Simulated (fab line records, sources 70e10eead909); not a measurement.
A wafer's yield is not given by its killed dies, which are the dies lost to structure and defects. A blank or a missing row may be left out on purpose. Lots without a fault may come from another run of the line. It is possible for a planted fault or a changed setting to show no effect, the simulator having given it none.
fab line records	flow nandHarc
record: lots: 24	wafers: 72	lastDay: 34
route steps=1302 shown A_CONTACT@1011
lots that met no fault: from a run of the same line without faults
startH: hours from the record's first day to the start of the lot's first wafer shown	waitH: time in hours since the lot's previous step	" same as the row above	L1.1+2: a row that stands for several wafers	- no value, or no start given	* or withheld: withheld	< > ~ a bound
route shown NAME@n: NAME is a module with steps in the file, n the number in the route of the first one	usual: mean/standard deviation of fault-free wafers	same: alike in all rows	chamber/n: place in a boat	sites: the reading at each site	_std_site: standard deviation of those values	_edge_site: mean of outer sites minus mean of inner sites	radiusMm: for every site, how far away it sits from the centre of the wafer	mask NAME#n: copy n	behind: the most recent tool/chamber to have shaped the wafer	hold: reason for holding the lot/hours on hold/outcome of the hold	device: whichever transistor did not switch (one of n, p or np)	end of line: the route-end tests of the same wafers	a step without rows: its recipe alone	killed: at the first sort, the dies lost to defects and structure; wafer yield is something else	map: the dies of a wafer, with x for killed, . for not killed, _ for no die there
set.NAME: the setting the step ran with; set.NAME@STEP: the setting that earlier step ran with	model.NAME: the simulator's own value behind a step, which no gauge read
route steps across a sampled set of lots; one table per step, one row per wafer
services: when a tool's chamber went out of use (startH, in hours from the record's first day, below 0 if earlier), for how many hours, and the reason
== steps ==
step: NHARC_A_CONTACT_ETCH_117
recipe: sourceW: withheld	pressureMtorr: 20	biasV: 3000	timeS: 190	targetDepthA: 18500	arFlowSccm: withheld	c4f8FlowSccm: withheld	o2FlowSccm: withheld	chemistry: C4F8/O2/Ar
lot.wafer	tool	chamber	startH	waitH	rfHoursCounterH
L074.3	harCapEtch-03	0	486.82	0.1	-
L074.5	"	0	"	"	-
L074.6	"	1	"	"	-
L076.1	harCapEtch-03	0	507.02	0.1	43
L076.4	"	0	"	"	-
L076.3	"	1	"	"	-
L075.2	harCapEtch-02	1	507.83	0.1	89
L075.4	"	1	"	"	-
L075.5	"	1	"	"	-
L077.1	harCapEtch-03	1	524.02	0.1	47
L077.4	"	0	"	"	-
L077.5	"	1	"	"	-
L079.1	harCapEtch-03	0	538.10	0.1	49
L079.4	"	0	"	"	-
L079.3	"	1	"	"	-
L080.2	harCapEtch-02	1	538.96	0.1	94
L080.3	"	1	"	"	-
L080.4	"	0	"	"	-
L078.2	harCapEtch-01	0	541.47	0.1	6
L078.4	"	1	"	"	-
L078.3	"	0	"	"	-
L081.3	harCapEtch-02	0	574.17	0.1	-
L081.5	"	0	"	"	-
L081.6	"	1	"	"	-
L082.1	harCapEtch-01	0	575.28	0.2	11
L082.4	"	1	"	"	-
L082.6	"	0	"	"	-
L083.4	harCapEtch-02	0	595.70	0.1	-
L083.3	"	1	"	"	-
L083.6	"	0	"	"	-
L084.2	harCapEtch-01	0	601.51	0.1	15
L084.1	"	1	"	"	15
L084.6	"	1	"	"	-
L085.1	harCapEtch-02	1	611.07	0.1	106
L085.4	"	0	"	"	-
L085.5	"	1	"	"	-
L087.1	harCapEtch-01	0	611.19	0.1	17
L087.5	"	0	"	"	-
L087.6	"	1	"	"	-
L086.1	harCapEtch-01	1	618.15	0.1	19
L086.4	"	1	"	"	-
L086.3	"	0	"	"	-
L089.1	harCapEtch-03	1	633.87	0.2	64
L089.3	"	0	"	"	-
L089.6	"	0	"	"	-
L088.1	harCapEtch-02	1	634.71	0.1	111
L088.5	"	0	"	"	-
L088.6	"	1	"	"	-
L090.2	harCapEtch-01	0	653.95	0.1	27
L090.5	"	0	"	"	-
L090.6	"	1	"	"	-
L091.2	harCapEtch-02	0	668.94	0.2	117
L091.3	"	1	"	"	-
L091.5	"	0	"	"	-
L092.2	harCapEtch-03	1	669.35	0.1	71
L092.3	"	0	"	"	-
L092.5	"	0	"	"	-
L093.2	harCapEtch-01	1	686.99	0.2	32
L093.4	"	1	"	"	-
L093.5	"	0	"	"	-
L094.2	harCapEtch-02	1	690.60	0.1	121
L094.3	"	0	"	"	-
L094.5	"	0	"	"	-
L095.4	harCapEtch-02	0	704.11	0.1	-
L095.3	"	1	"	"	-
L095.6	"	0	"	"	-
L096.1	harCapEtch-03	0	704.27	0.1	78
L096.3	"	0	"	"	-
L096.4	"	1	"	"	-
L097.1	harCapEtch-02	1	745.43	0.1	129
L097.4	"	0	"	"	-
L097.5	"	0	"	"	-
step: NHARC_A_CONTACT_ETCH_119
recipe: sourceW: withheld	pressureMtorr: 20	biasV: 3000	timeS: 190	targetDepthA: 18500	arFlowSccm: withheld	c4f8FlowSccm: withheld	o2FlowSccm: withheld	chemistry: C4F8/O2/Ar
lot.wafer	tool	chamber	startH	waitH	rfHoursCounterH
L074.3	harCapEtch-03	0	487.16	0.1	-
L074.5	"	0	"	"	-
L074.6	"	1	"	"	-
L076.1	harCapEtch-03	0	507.36	0.1	44
L076.4	"	0	"	"	-
L076.3	"	1	"	"	-
L075.2	harCapEtch-02	1	508.17	0.1	89
L075.4	"	1	"	"	-
L075.5	"	1	"	"	-
L077.1	harCapEtch-03	1	524.36	0.1	47
L077.4	"	0	"	"	-
L077.5	"	1	"	"	-
L079.1	harCapEtch-03	0	538.43	0.1	49
L079.4	"	0	"	"	-
L079.3	"	1	"	"	-
L080.2	harCapEtch-02	1	539.30	0.1	94
L080.3	"	1	"	"	-
L080.4	"	0	"	"	-
L078.2	harCapEtch-01	0	541.81	0.1	6
L078.4	"	1	"	"	-
L078.3	"	0	"	"	-
L081.3	harCapEtch-02	0	574.52	0.1	-
L081.5	"	0	"	"	-
L081.6	"	1	"	"	-
L082.1	harCapEtch-01	0	575.73	0.2	12
L082.4	"	1	"	"	-
L082.6	"	0	"	"	-
L083.4	harCapEtch-02	0	596.04	0.1	-
L083.3	"	1	"	"	-
L083.6	"	0	"	"	-
L084.2	harCapEtch-01	0	601.85	0.1	15
L084.1	"	1	"	"	15
L084.6	"	1	"	"	-
L085.1	harCapEtch-02	1	611.41	0.1	106
L085.4	"	0	"	"	-
L085.5	"	1	"	"	-
L087.1	harCapEtch-01	0	611.53	0.1	17
L087.5	"	0	"	"	-
L087.6	"	1	"	"	-
L086.1	harCapEtch-01	1	618.50	0.1	20
L086.4	"	1	"	"	-
L086.3	"	0	"	"	-
L089.1	harCapEtch-03	1	634.33	0.2	65
L089.3	"	0	"	"	-
L089.6	"	0	"	"	-
L088.1	harCapEtch-02	1	635.05	0.1	111
L088.5	"	0	"	"	-
L088.6	"	1	"	"	-
L090.2	harCapEtch-01	0	654.29	0.1	27
L090.5	"	0	"	"	-
L090.6	"	1	"	"	-
L091.2	harCapEtch-02	0	669.39	0.2	118
L091.3	"	1	"	"	-
L091.5	"	0	"	"	-
L092.2	harCapEtch-03	1	669.69	0.1	71
L092.3	"	0	"	"	-
L092.5	"	0	"	"	-
L093.2	harCapEtch-01	1	687.44	0.2	32
L093.4	"	1	"	"	-
L093.5	"	0	"	"	-
L094.2	harCapEtch-02	1	690.95	0.1	122
L094.3	"	0	"	"	-
L094.5	"	0	"	"	-
L095.4	harCapEtch-02	0	704.45	0.1	-
L095.3	"	1	"	"	-
L095.6	"	0	"	"	-
L096.1	harCapEtch-03	0	704.61	0.1	79
L096.3	"	0	"	"	-
L096.4	"	1	"	"	-
L097.1	harCapEtch-02	1	745.77	0.1	129
L097.4	"	0	"	"	-
L097.5	"	0	"	"	-
step: NHARC_A_CONTACT_ETCH_120
recipe: sourceW: withheld	pressureMtorr: 20	biasV: 3000	timeS: 190	targetDepthA: 18500	arFlowSccm: withheld	c4f8FlowSccm: withheld	o2FlowSccm: withheld	chemistry: C4F8/O2/Ar
lot.wafer	tool	chamber	startH	waitH	rfHoursCounterH
L074.3	harCapEtch-03	0	487.33	0.1	-
L074.5	"	0	"	"	-
L074.6	"	1	"	"	-
L076.1	harCapEtch-03	0	507.53	0.1	44
L076.4	"	0	"	"	-
L076.3	"	1	"	"	-
L075.2	harCapEtch-02	1	508.34	0.1	89
L075.4	"	1	"	"	-
L075.5	"	1	"	"	-
L077.1	harCapEtch-03	1	524.53	0.1	47
L077.4	"	0	"	"	-
L077.5	"	1	"	"	-
L079.1	harCapEtch-03	0	538.61	0.1	50
L079.4	"	0	"	"	-
L079.3	"	1	"	"	-
L080.2	harCapEtch-02	1	539.47	0.1	94
L080.3	"	1	"	"	-
L080.4	"	0	"	"	-
L078.2	harCapEtch-01	0	541.98	0.1	6
L078.4	"	1	"	"	-
L078.3	"	0	"	"	-
L081.3	harCapEtch-02	0	574.69	0.1	-
L081.5	"	0	"	"	-
L081.6	"	1	"	"	-
L082.1	harCapEtch-01	0	575.96	0.2	12
L082.4	"	1	"	"	-
L082.6	"	0	"	"	-
L083.4	harCapEtch-02	0	596.22	0.1	-
L083.3	"	1	"	"	-
L083.6	"	0	"	"	-
L084.2	harCapEtch-01	0	602.02	0.1	15
L084.1	"	1	"	"	15
L084.6	"	1	"	"	-
L085.1	harCapEtch-02	1	611.58	0.1	106
L085.4	"	0	"	"	-
L085.5	"	1	"	"	-
L087.1	harCapEtch-01	0	611.70	0.1	18
L087.5	"	0	"	"	-
L087.6	"	1	"	"	-
L086.1	harCapEtch-01	1	618.66	0.1	20
L086.4	"	1	"	"	-
L086.3	"	0	"	"	-
L089.1	harCapEtch-03	1	634.56	0.2	65
L089.3	"	0	"	"	-
L089.6	"	0	"	"	-
L088.1	harCapEtch-02	1	635.22	0.1	112
L088.5	"	0	"	"	-
L088.6	"	1	"	"	-
L090.2	harCapEtch-01	0	654.46	0.1	27
L090.5	"	0	"	"	-
L090.6	"	1	"	"	-
L091.2	harCapEtch-02	0	669.62	0.2	118
L091.3	"	1	"	"	-
L091.5	"	0	"	"	-
L092.2	harCapEtch-03	1	669.86	0.1	71
L092.3	"	0	"	"	-
L092.5	"	0	"	"	-
L093.2	harCapEtch-01	1	687.66	0.2	32
L093.4	"	1	"	"	-
L093.5	"	0	"	"	-
L094.2	harCapEtch-02	1	691.12	0.1	122
L094.3	"	0	"	"	-
L094.5	"	0	"	"	-
L095.4	harCapEtch-02	0	704.62	0.1	-
L095.3	"	1	"	"	-
L095.6	"	0	"	"	-
L096.1	harCapEtch-03	0	704.78	0.1	79
L096.3	"	0	"	"	-
L096.4	"	1	"	"	-
L097.1	harCapEtch-02	1	745.94	0.1	129
L097.4	"	0	"	"	-
L097.5	"	0	"	"	-
step: NHARC_A_CONTACT_ETCH_90
recipe: targetDepthA: 400	overEtchFrac: 0.5	timeS: 85.7	ionEnergyEv: 120	ch3fFlowSccm: 50	o2FlowSccm: 30	arFlowSccm: 200	rfW: 500	biasW: 100	chemistry: CH3F/O2
usual: drypumpMotorCurrentA: 5.7/0.33	oesProductAu: 0.95/0.036	rfVppV: 243.9/1.6	showerheadPlenumPTorr: 2.43/0.1	throttleValvePct: 20.663/0.0091
lot.wafer	tool	chamber	startH	waitH	drypumpMotorCurrentA	oesProductAu	rfHoursCounterH	rfVppV	showerheadPlenumPTorr	throttleValvePct
L074.3	rieDiel-03	2	488.79	0.7	5.8	0.91	5	242.6	2.34	20.651
L074.5	"	1	"	"	5.1	0.93	-	244.1	2.38	20.677
L074.6	"	2	"	"	5.8	0.92	-	242.0	2.34	20.653
L076.3	rieDiel-12	2	509.02	0.6	5.9	0.93	17	243.3	2.51	20.675
L076.1	"	3	"	"	6.0	0.92	17	244.3	2.51	20.660
L076.4	"	1	"	"	5.6	0.92	24	243.3	2.36	20.650
L075.2	rieDiel-03	3	509.82	0.8	5.3	0.90	6	247.4	2.60	20.659
L075.4	"	1	"	"	5.1	0.93	9	243.6	2.38	20.669
L075.5	"	2	"	"	5.8	0.92	-	244.3	2.34	20.645
L077.4	rieDiel-08	0	526.05	0.7	5.8	0.92	48	241.5	2.27	20.653
L077.1	"	1	"	"	5.5	0.95	51	243.1	2.36	20.663
L077.5	"	2	"	"	5.9	0.93	-	244.7	2.51	20.654
L079.1	rieDiel-03	3	540.09	0.9	5.3	0.93	13	245.8	2.60	20.658
L079.4	"	0	"	"	5.8	0.95	15	242.6	2.30	20.642
L079.3	"	2	"	"	5.8	0.92	14	241.2	2.34	20.656
L080.2	rieDiel-12	1	540.96	0.9	5.6	0.92	35	243.7	2.36	20.670
L080.4	"	3	"	"	6.0	0.92	29	246.0	2.50	20.677
L080.3	"	0	"	"	5.8	0.92	34	243.2	2.38	20.643
L078.3	rieDiel-12	3	543.44	0.6	6.0	0.92	29	245.5	2.50	20.669
L078.2	"	0	"	"	5.8	0.91	34	242.8	2.38	20.670
L078.4	"	2	"	"	5.9	0.93	29	245.2	2.50	20.675
L081.3	rieDiel-03	1	576.13	0.7	5.1	0.93	21	244.3	2.37	20.661
L081.5	"	0	"	"	5.8	0.93	-	242.0	2.30	20.672
L081.6	"	1	"	"	5.1	0.92	-	243.4	2.38	20.670
L082.4	rieDiel-08	0	577.76	0.8	5.8	0.93	9	246.9	2.66	20.677
L082.1	"	1	"	"	5.5	0.93	10	244.4	2.35	20.668
L082.6	"	0	"	"	5.8	0.93	-	246.7	2.66	20.668
L083.4	rieDiel-03	3	597.66	0.7	5.2	0.93	22	246.9	2.60	20.669
L083.3	"	1	"	"	5.2	0.94	23	243.0	2.37	20.657
L083.6	"	3	"	"	5.2	0.93	-	247.0	2.60	20.658
L084.2	rieDiel-12	0	604.07	1.4	5.8	0.93	54	243.7	2.38	20.661
L084.1	"	2	"	"	5.8	0.93	44	244.3	2.50	20.670
L084.6	"	0	"	"	5.8	0.93	-	243.0	2.38	20.638
L085.1	rieDiel-03	2	613.06	0.8	5.8	0.91	25	243.1	2.34	20.684
L085.4	"	0	"	"	5.8	0.93	29	240.8	2.30	20.673
L085.5	"	1	"	"	5.1	0.93	-	244.3	2.37	20.669
L087.1	rieDiel-08	3	613.20	0.9	6.4	0.91	17	245.5	2.53	20.673
L087.6	"	3	"	"	6.4	0.92	-	245.0	2.53	20.687
L087.5	"	0	"	"	5.8	0.94	-	245.9	2.65	20.662
L086.3	rieDiel-03	2	620.19	0.7	5.8	0.93	26	242.8	2.34	20.675
L086.1	"	3	"	"	5.2	0.93	28	246.4	2.59	20.650
L086.4	"	0	"	"	5.8	0.94	30	241.3	2.30	20.663
L089.1	rieDiel-08	0	636.37	0.9	5.8	1.01	29	247.7	2.65	20.677
L089.3	"	2	"	"	5.9	0.99	27	243.7	2.50	20.660
L089.6	"	3	"	"	6.4	0.97	-	245.5	2.53	20.666
L088.1	rieDiel-12	2	636.68	0.8	5.9	1.00	1	245.2	2.49	20.667
L088.6	"	2	"	"	5.9	1.01	-	244.3	2.49	20.667
L088.5	"	0	"	"	5.8	1.02	-	243.9	2.37	20.671
L090.2	rieDiel-03	3	655.97	0.9	5.2	0.99	1	245.5	2.59	20.676
L090.6	"	1	"	"	5.1	1.02	-	243.3	2.37	20.645
L090.5	"	2	"	"	5.8	0.98	-	242.4	2.33	20.664
L092.2	rieDiel-03	1	671.32	0.8	5.1	0.93	3	242.9	2.37	20.666
L092.3	"	2	"	"	5.8	0.91	3	243.6	2.33	20.654
L092.5	"	0	"	"	5.8	0.93	-	241.4	2.29	20.672
L091.2	rieDiel-12	1	671.42	0.9	5.6	0.91	16	243.3	2.34	20.656
L091.3	"	2	"	"	5.8	0.93	6	244.9	2.49	20.654
L091.5	"	1	"	"	5.6	0.93	-	241.8	2.34	20.670
L093.2	rieDiel-12	0	689.49	1.0	5.8	1.00	26	242.1	2.36	20.653
L093.4	"	1	"	"	5.6	1.00	21	243.3	2.34	20.676
L093.5	"	3	"	"	6.0	0.99	-	244.9	2.48	20.664
L094.3	rieDiel-03	1	692.60	0.7	5.1	0.94	8	243.7	2.37	20.676
L094.2	"	2	"	"	5.8	0.89	8	241.0	2.33	20.667
L094.5	"	0	"	"	5.8	0.93	-	243.3	2.29	20.651
L095.3	rieDiel-08	3	706.06	0.6	6.4	0.91	49	245.5	2.52	20.659
L095.4	"	0	"	"	5.8	0.94	55	245.7	2.64	20.664
L095.6	"	0	"	"	5.8	0.94	-	246.4	2.64	20.669
L096.1	rieDiel-12	3	706.26	0.9	6.0	0.99	28	242.4	2.48	20.667
L096.3	"	0	"	"	5.8	1.02	29	243.1	2.36	20.654
L096.4	"	1	"	"	5.6	1.00	24	243.5	2.34	20.669
L097.1	rieDiel-12	1	747.43	0.9	5.6	1.00	40	241.3	2.33	20.660
L097.4	"	0	"	"	5.8	1.01	43	242.4	2.36	20.650
L097.5	"	1	"	"	5.6	1.01	-	241.6	2.33	20.672
step: NHARC_A_CONTACT_ETCH_75
recipe: targetDepthA: 390	overEtchFrac: 0.3	timeS: 65	ionEnergyEv: 80	cf4FlowSccm: 150	arFlowSccm: 0	rfW: 300	biasW: 100	chemistry: CF4
usual: drypumpMotorCurrentA: 5.7/0.34	oesProductAu: 1.001/0.014	rfVppV: 150.9/1.2	showerheadPlenumPTorr: 1.74/0.074	throttleValvePct: 13.284/0.01
lot.wafer	tool	chamber	startH	waitH	drypumpMotorCurrentA	oesProductAu	rfHoursCounterH	rfVppV	showerheadPlenumPTorr	throttleValvePct
L074.3	rieDiel-03	3	499.47	0.1	5.2	0.992	5	152.6	1.87	13.276
L074.5	"	2	"	"	5.8	0.995	-	150.9	1.69	13.278
L074.6	"	3	"	"	5.2	1.001	-	153.3	1.87	13.292
L076.1	rieDiel-03	3	514.42	0.1	5.2	0.994	7	152.0	1.87	13.298
L076.3	"	0	"	"	5.8	1.006	9	150.8	1.66	13.294
L076.4	"	2	"	"	5.8	0.991	8	150.9	1.69	13.286
L075.4	rieDiel-12	1	515.75	0.1	5.6	0.986	26	149.2	1.70	13.280
L075.2	"	3	"	"	6.0	0.988	21	152.0	1.80	13.273
L075.5	"	1	"	"	5.6	0.988	-	151.1	1.70	13.292
L077.1	rieDiel-03	3	531.90	0.1	5.2	0.992	9	153.4	1.87	13.284
L077.4	"	0	"	"	5.8	1.014	12	150.6	1.66	13.296
L077.5	"	3	"	"	5.3	0.988	-	152.2	1.87	13.273
L079.3	rieDiel-12	3	545.49	0.1	6.0	0.984	30	151.2	1.80	13.284
L079.1	"	0	"	"	5.8	0.998	35	151.7	1.72	13.286
L079.4	"	3	"	"	6.0	0.995	-	151.2	1.80	13.281
L080.2	rieDiel-03	1	546.40	0.1	5.1	1.012	16	152.2	1.71	13.260
L080.3	"	2	"	"	5.8	0.998	15	150.7	1.69	13.268
L080.4	"	0	"	"	5.8	1.019	16	149.3	1.66	13.286
L078.3	rieDiel-03	1	549.63	0.1	5.1	1.011	17	150.3	1.71	13.278
L078.2	"	2	"	"	5.8	0.995	16	149.7	1.69	13.282
L078.4	"	3	"	"	5.3	0.996	14	152.9	1.87	13.283
L081.3	rieDiel-03	2	581.37	0.1	5.8	0.989	19	150.5	1.69	13.282
L081.5	"	1	"	"	5.1	1.005	-	150.5	1.71	13.275
L081.6	"	2	"	"	5.8	1.005	-	150.6	1.69	13.282
L082.4	rieDiel-03	1	583.51	0.1	5.1	0.997	22	151.2	1.71	13.278
L082.1	"	3	"	"	5.2	0.986	19	151.9	1.87	13.275
L082.6	"	1	"	"	5.1	0.989	-	149.9	1.71	13.279
L083.3	rieDiel-03	3	602.97	0.1	5.3	0.995	23	155.3	1.86	13.273
L083.4	"	0	"	"	5.8	1.019	26	149.7	1.66	13.284
L083.6	"	3	"	"	5.2	0.999	-	152.9	1.86	13.296
L084.2	rieDiel-12	0	609.72	0.1	5.8	0.988	57	151.5	1.71	13.278
L084.1	"	2	"	"	5.8	1.005	47	151.4	1.79	13.277
L084.6	"	0	"	"	5.8	0.993	-	150.7	1.71	13.308
L085.4	rieDiel-03	0	620.35	0.1	5.8	1.024	31	149.4	1.66	13.268
L085.1	"	1	"	"	5.1	1.006	27	149.8	1.71	13.271
L085.5	"	3	"	"	5.2	1.006	-	150.6	1.86	13.291
L087.1	rieDiel-08	1	621.05	0.1	5.4	0.999	21	151.1	1.69	13.292
L087.5	"	2	"	"	5.9	0.998	-	152.3	1.80	13.294
L087.6	"	3	"	"	6.4	0.976	-	152.1	1.82	13.298
L086.3	rieDiel-08	3	632.88	0.1	6.4	0.995	26	151.2	1.82	13.289
L086.1	"	1	"	"	5.4	0.999	25	150.7	1.69	13.292
L086.4	"	2	"	"	5.9	0.988	25	151.9	1.80	13.296
L089.3	rieDiel-12	3	643.88	0.1	6.0	1.025	6	150.4	1.79	13.264
L089.1	"	0	"	"	5.8	1.011	6	151.0	1.71	13.286
L089.6	"	3	"	"	6.0	1.017	-	151.7	1.79	13.276
L088.1	rieDiel-12	1	644.41	0.1	5.6	1.008	5	151.2	1.69	13.278
L088.5	"	3	"	"	6.0	1.016	-	151.4	1.79	13.280
L088.6	"	1	"	"	5.6	0.999	-	150.4	1.69	13.271
L090.2	rieDiel-03	2	662.01	0.1	5.8	0.976	2	152.1	1.68	13.275
L090.5	"	1	"	"	5.1	1.009	-	151.3	1.71	13.286
L090.6	"	2	"	"	5.9	0.974	-	149.3	1.68	13.281
L091.3	rieDiel-03	0	679.38	0.1	5.8	1.016	3	150.2	1.65	13.283
L091.2	"	1	"	"	5.1	1.024	4	151.2	1.71	13.299
L091.5	"	1	"	"	5.1	1.014	-	151.4	1.71	13.277
L092.3	rieDiel-08	2	679.54	0.1	5.9	0.999	41	152.0	1.79	13.283
L092.2	"	0	"	"	5.8	1.012	44	152.4	1.90	13.294
L092.5	"	2	"	"	5.9	0.999	-	152.0	1.79	13.275
L093.2	rieDiel-03	0	695.07	0.1	5.8	1.003	8	150.0	1.65	13.265
L093.4	"	2	"	"	5.8	0.968	-	150.4	1.68	13.275
L093.5	"	0	"	"	5.8	1.011	-	149.0	1.65	13.288
L094.2	rieDiel-08	1	697.88	0.1	5.5	1.009	50	150.3	1.68	13.298
L094.3	"	0	"	"	5.8	1.017	52	153.6	1.89	13.293
L094.5	"	2	"	"	5.9	1.002	-	151.0	1.79	13.279
L095.4	rieDiel-12	0	711.56	0.2	5.8	1.000	31	149.6	1.70	13.297
L095.3	"	3	"	"	6.0	1.000	30	151.7	1.79	13.284
L095.6	"	0	"	"	5.8	1.009	-	149.9	1.70	13.301
L096.3	rieDiel-03	1	711.65	0.1	5.1	1.008	12	150.6	1.70	13.300
L096.1	"	2	"	"	5.8	0.972	12	150.5	1.68	13.287
L096.4	"	0	"	"	5.8	1.006	-	149.2	1.65	13.291
L097.1	rieDiel-03	2	757.35	0.1	5.8	0.973	19	150.4	1.68	13.274
L097.4	"	1	"	"	5.1	1.022	-	151.4	1.70	13.287
L097.5	"	2	"	"	5.8	0.970	-	150.8	1.68	13.279
step: NHARC_A_CONTACT_ETCH_128
recipe: sourceW: withheld	pressureMtorr: 20	biasV: 3000	timeS: 197	targetDepthA: 19180	arFlowSccm: withheld	c4f8FlowSccm: withheld	o2FlowSccm: withheld	chemistry: C4F8/O2/Ar
lot.wafer	tool	chamber	startH	waitH	rfHoursCounterH
L074.3	harCapEtch-02	0	501.77	0.2	-
L074.6	"	1	"	"	-
L074.5	"	0	"	"	-
L076.1	harCapEtch-01	0	516.62	0.1	1
L076.3	"	0	"	"	-
L076.4	"	1	"	"	-
L075.2	harCapEtch-02	1	517.93	0.1	91
L075.4	"	1	"	"	-
L075.5	"	0	"	"	-
L077.1	harCapEtch-01	0	534.12	0.1	4
L077.4	"	1	"	"	-
L077.5	"	1	"	"	-
L080.2	harCapEtch-02	1	548.58	0.1	96
L080.4	"	1	"	"	-
L080.3	"	0	"	"	-
L079.1	harCapEtch-01	1	551.66	0.1	8
L079.4	"	0	"	"	-
L079.3	"	1	"	"	-
L078.2	harCapEtch-03	1	551.82	0.1	52
L078.4	"	1	"	"	-
L078.3	"	0	"	"	-
L081.3	harCapEtch-03	0	583.64	0.1	-
L081.6	"	1	"	"	-
L081.5	"	0	"	"	-
L082.1	harCapEtch-02	1	585.72	0.1	101
L082.4	"	0	"	"	-
L082.6	"	1	"	"	-
L083.3	harCapEtch-03	0	605.21	0.1	-
L083.4	"	1	"	"	-
L083.6	"	0	"	"	-
L084.1	harCapEtch-03	0	611.98	0.1	60
L084.2	"	1	"	"	60
L084.6	"	0	"	"	-
L085.1	harCapEtch-03	1	622.57	0.1	62
L085.4	"	1	"	"	-
L085.5	"	1	"	"	-
L087.1	harCapEtch-02	0	623.22	0.1	109
L087.6	"	0	"	"	-
L087.5	"	1	"	"	-
L086.1	harCapEtch-01	1	635.14	0.1	23
L086.3	"	1	"	"	-
L086.4	"	0	"	"	-
L089.1	harCapEtch-01	0	646.65	0.1	25
L089.3	"	0	"	"	-
L089.6	"	0	"	"	-
L088.1	harCapEtch-03	1	647.52	0.1	68
L088.5	"	1	"	"	-
L088.6	"	0	"	"	-
L090.2	harCapEtch-01	0	664.46	0.1	29
L090.6	"	0	"	"	-
L090.5	"	1	"	"	-
L092.2	harCapEtch-03	0	681.82	0.1	73
L092.3	"	1	"	"	-
L092.5	"	0	"	"	-
L091.2	harCapEtch-02	1	681.92	0.1	119
L091.3	"	0	"	"	-
L091.5	"	1	"	"	-
L093.2	harCapEtch-03	0	697.58	0.1	76
L093.4	"	1	"	"	-
L093.5	"	0	"	"	-
L094.2	harCapEtch-01	0	700.07	0.1	35
L094.3	"	0	"	"	-
L094.5	"	1	"	"	-
L095.3	harCapEtch-03	1	714.08	0.2	-
L095.4	"	0	"	"	-
L095.6	"	1	"	"	-
L096.1	harCapEtch-01	0	714.15	0.1	38
L096.4	"	1	"	"	-
L096.3	"	0	"	"	-
L097.1	harCapEtch-01	1	760.27	0.1	44
L097.4	"	0	"	"	-
L097.5	"	1	"	"	-
== services ==
tool	chamber	startH	hours	kind
rieDiel-08	0	481.63	3.7	repair
rieDiel-03	3	483.34	3.1	repair
rieDiel-08	-	488.25	0.8	repair
harCapEtch-01	-	497.00	17.0	pm
rieDiel-03	3	503.18	1.4	repair
rieDiel-12	1	544.04	2.3	repair
rieDiel-08	-	544.88	9.0	pm
rieDiel-12	2	582.04	17.2	repair
rieDiel-08	3	590.36	5.6	repair
rieDiel-03	-	600.39	0.8	repair
rieDiel-08	2	611.67	5.8	repair
harCapEtch-03	-	615.56	0.6	repair
rieDiel-12	-	624.46	9.0	pm
rieDiel-12	1	633.81	3.7	repair
rieDiel-03	-	635.90	9.0	pm
rieDiel-12	2	638.94	16.7	repair
rieDiel-03	-	666.95	0.5	repair
rieDiel-08	1	678.67	1.2	repair
rieDiel-08	-	721.88	9.0	pm
rieDiel-12	0	751.22	3.8	repair
harCapEtch-02	-	756.90	17.0	pm
rieDiel-08	3	757.29	2.8	repair
rieDiel-03	0	757.81	12.7	repair
rieDiel-12	0	759.35	3.4	repair
== key ==
fault none
